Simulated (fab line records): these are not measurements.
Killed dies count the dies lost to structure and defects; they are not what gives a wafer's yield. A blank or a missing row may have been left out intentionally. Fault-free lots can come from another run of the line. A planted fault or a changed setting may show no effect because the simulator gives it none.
Lot-split experiment :: flow n5 finfet :: on a route of 1938 steps: 7 lots, 21 wafers read

== THE SPLIT ==
At N5_MOL_CONTACT_COAG_ETCH_91 (etches SOC in N2/H2, target depth 60 nm, overetch 21 nm, time 101.2 s), the setting time s was moved away from the recipe's 101.2 s on 6 of the 21 wafers read, by -9.3% to +20.3%. This setting was run at the recipe's value on the other wafers.

Reading taken at the split's own step.

== THE READING ==
SiARC_of_MOL_CONTACT_COAG_COAT_76.thk nm (the simulator's own value, which no gauge read), in nm, at N5_MOL_CONTACT_COAG_ETCH_91 (etches SOC in N2/H2, target depth 60 nm, overetch 21 nm, time 101.2 s). No usual value for it is given in the file. The 15 wafers here that ran the recipe average 5.8 nm, standard deviation 0.13 nm.

wafer: L074.2
tool, chamber at the split: rie diel-04, 3
time s as run, s: 101.2
against the recipe: recipe
SiARC_of_MOL_CONTACT_COAG_COAT_76.thk nm, nm: 5.8
against lot-mates on the recipe: -

wafer: L074.3
tool, chamber at the split: rie diel-04, 2
time s as run, s: 101.2
against the recipe: recipe
SiARC_of_MOL_CONTACT_COAG_COAT_76.thk nm, nm: 6
against lot-mates on the recipe: -

wafer: L074.5
tool, chamber at the split: rie diel-04, 3
time s as run, s: 121.7
against the recipe: +20.3%
SiARC_of_MOL_CONTACT_COAG_COAT_76.thk nm, nm: 5
against lot-mates on the recipe: -0.9

wafer: L078.3
tool, chamber at the split: rie diel-01, 0,1
time s as run, s: 101.2
against the recipe: recipe
SiARC_of_MOL_CONTACT_COAG_COAT_76.thk nm, nm: 5.8
against lot-mates on the recipe: -

wafer: L078.6
tool, chamber at the split: rie diel-01, 0,1
time s as run, s: 101.2
against the recipe: recipe
SiARC_of_MOL_CONTACT_COAG_COAT_76.thk nm, nm: 5.8
against lot-mates on the recipe: -

wafer: L078.5
tool, chamber at the split: rie diel-01, 2
time s as run, s: 101.2
against the recipe: recipe
SiARC_of_MOL_CONTACT_COAG_COAT_76.thk nm, nm: 6
against lot-mates on the recipe: -

wafer: L082.3
tool, chamber at the split: rie diel-04, 2
time s as run, s: 101.2
against the recipe: recipe
SiARC_of_MOL_CONTACT_COAG_COAT_76.thk nm, nm: 6
against lot-mates on the recipe: -

wafer: L082.5
tool, chamber at the split: rie diel-04, 3,0
time s as run, s: 101.2
against the recipe: recipe
SiARC_of_MOL_CONTACT_COAG_COAT_76.thk nm, nm: 5.8
against lot-mates on the recipe: -

wafer: L082.6
tool, chamber at the split: rie diel-04, 3,0
time s as run, s: 101.2
against the recipe: recipe
SiARC_of_MOL_CONTACT_COAG_COAT_76.thk nm, nm: 5.8
against lot-mates on the recipe: -

wafer: L085.1
tool, chamber at the split: rie diel-03, 1,2,3
time s as run, s: 93.22
against the recipe: -7.9%
SiARC_of_MOL_CONTACT_COAG_COAT_76.thk nm, nm: 6.2
against lot-mates on the recipe: no lot-mate on the recipe

wafer: L085.2
tool, chamber at the split: rie diel-03, 1,2,3
time s as run, s: 93.22
against the recipe: -7.9%
SiARC_of_MOL_CONTACT_COAG_COAT_76.thk nm, nm: 6.2
against lot-mates on the recipe: no lot-mate on the recipe

wafer: L085.6
tool, chamber at the split: rie diel-03, 1,2,3
time s as run, s: 93.22
against the recipe: -7.9%
SiARC_of_MOL_CONTACT_COAG_COAT_76.thk nm, nm: 6.2
against lot-mates on the recipe: no lot-mate on the recipe

wafer: L090.2
tool, chamber at the split: rie diel-01, 3
time s as run, s: 119.9
against the recipe: +18.5%
SiARC_of_MOL_CONTACT_COAG_COAT_76.thk nm, nm: 5
against lot-mates on the recipe: -0.8

wafer: L090.4
tool, chamber at the split: rie diel-01, 2
time s as run, s: 101.2
against the recipe: recipe
SiARC_of_MOL_CONTACT_COAG_COAT_76.thk nm, nm: 6
against lot-mates on the recipe: -

wafer: L090.5
tool, chamber at the split: rie diel-01, 3
time s as run, s: 101.2
against the recipe: recipe
SiARC_of_MOL_CONTACT_COAG_COAT_76.thk nm, nm: 5.6
against lot-mates on the recipe: -

wafer: L091.2
tool, chamber at the split: rie diel-04, 3
time s as run, s: 91.77
against the recipe: -9.3%
SiARC_of_MOL_CONTACT_COAG_COAT_76.thk nm, nm: 6.2
against lot-mates on the recipe: +0.3

wafer: L091.3
tool, chamber at the split: rie diel-04, 0
time s as run, s: 101.2
against the recipe: recipe
SiARC_of_MOL_CONTACT_COAG_COAT_76.thk nm, nm: 5.8
against lot-mates on the recipe: -

wafer: L091.5
tool, chamber at the split: rie diel-04, 2
time s as run, s: 101.2
against the recipe: recipe
SiARC_of_MOL_CONTACT_COAG_COAT_76.thk nm, nm: 6
against lot-mates on the recipe: -

wafer: L094.3
tool, chamber at the split: rie diel-03, 3
time s as run, s: 101.2
against the recipe: recipe
SiARC_of_MOL_CONTACT_COAG_COAT_76.thk nm, nm: 5.8
against lot-mates on the recipe: -

wafer: L094.4
tool, chamber at the split: rie diel-03, 3
time s as run, s: 101.2
against the recipe: recipe
SiARC_of_MOL_CONTACT_COAG_COAT_76.thk nm, nm: 5.8
against lot-mates on the recipe: -

wafer: L094.5
tool, chamber at the split: rie diel-03, 0
time s as run, s: 101.2
against the recipe: recipe
SiARC_of_MOL_CONTACT_COAG_COAT_76.thk nm, nm: 5.6
against lot-mates on the recipe: -
Where a row lists several chambers, the file gives one row for several wafers and doesn't say which wafer went through which chamber.

THE FIT
A straight line over all 21 wafers: SiARC_of_MOL_CONTACT_COAG_COAT_76.thk nm changes by -0.0433 nm for each +1% of time s; r = -0.94; the points scatter about the line by 0.12 nm.
The same after taking each lot's own level away (the mean of its wafers on the recipe; 18 wafers): -0.0424 nm for each +1%; r = -0.93; scatter 0.11 nm.
Per that fit: largest time s move, reading shift of 0.86 nm.
Across the lots, their own levels run from 5.73 to 5.90 nm, a range of 1.3 times the standard deviation given above.
So the lot-to-lot level changes the slope little: the two slopes agree.
Check: -0.836 nm against its lot-mates is what the line predicts for one of the wafers moved furthest among these (+20.3%) when that wafer is left out of the fit. It came out at -0.9 nm against them.

== ADDITIONAL SPLITS CARRIED BY THESE WAFERS ==
Note: prior to the reading, these wafers also went through further splits. Each is held against what the fit with the lots' levels taken away leaves over:
other split on the same wafers: N5_SDB_ETCH_17 bias w
wafers away from the commonest value: 6
r with SiARC_of_MOL_CONTACT_COAG_COAT_76.thk nm (lot level and that fit taken away): -0.20

other split on the same wafers: N5_HKMG_FIN_EXPOSE_46 dose mj
wafers away from the commonest value: 6
r with SiARC_of_MOL_CONTACT_COAG_COAT_76.thk nm (lot level and that fit taken away): +0.19

other split on the same wafers: N5_HKMG_FIN_ETCH_55 bias w
wafers away from the commonest value: 6
r with SiARC_of_MOL_CONTACT_COAG_COAT_76.thk nm (lot level and that fit taken away): +0.36

other split on the same wafers: N5_MOL_CONTACT_COAG_ALD_27 time s
wafers away from the commonest value: 6
r with SiARC_of_MOL_CONTACT_COAG_COAT_76.thk nm (lot level and that fit taken away): -0.08

other split on the same wafers: N5_MOL_CONTACT_COAG_EXPOSE_81 dose mj
wafers away from the commonest value: 6
r with SiARC_of_MOL_CONTACT_COAG_COAT_76.thk nm (lot level and that fit taken away): -0.01

== THE FILE'S OWN FIT ==
SiARC_of_MOL_CONTACT_COAG_COAT_76.thk nm changes by -0.0427 nm for each +1% of time s, r = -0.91.
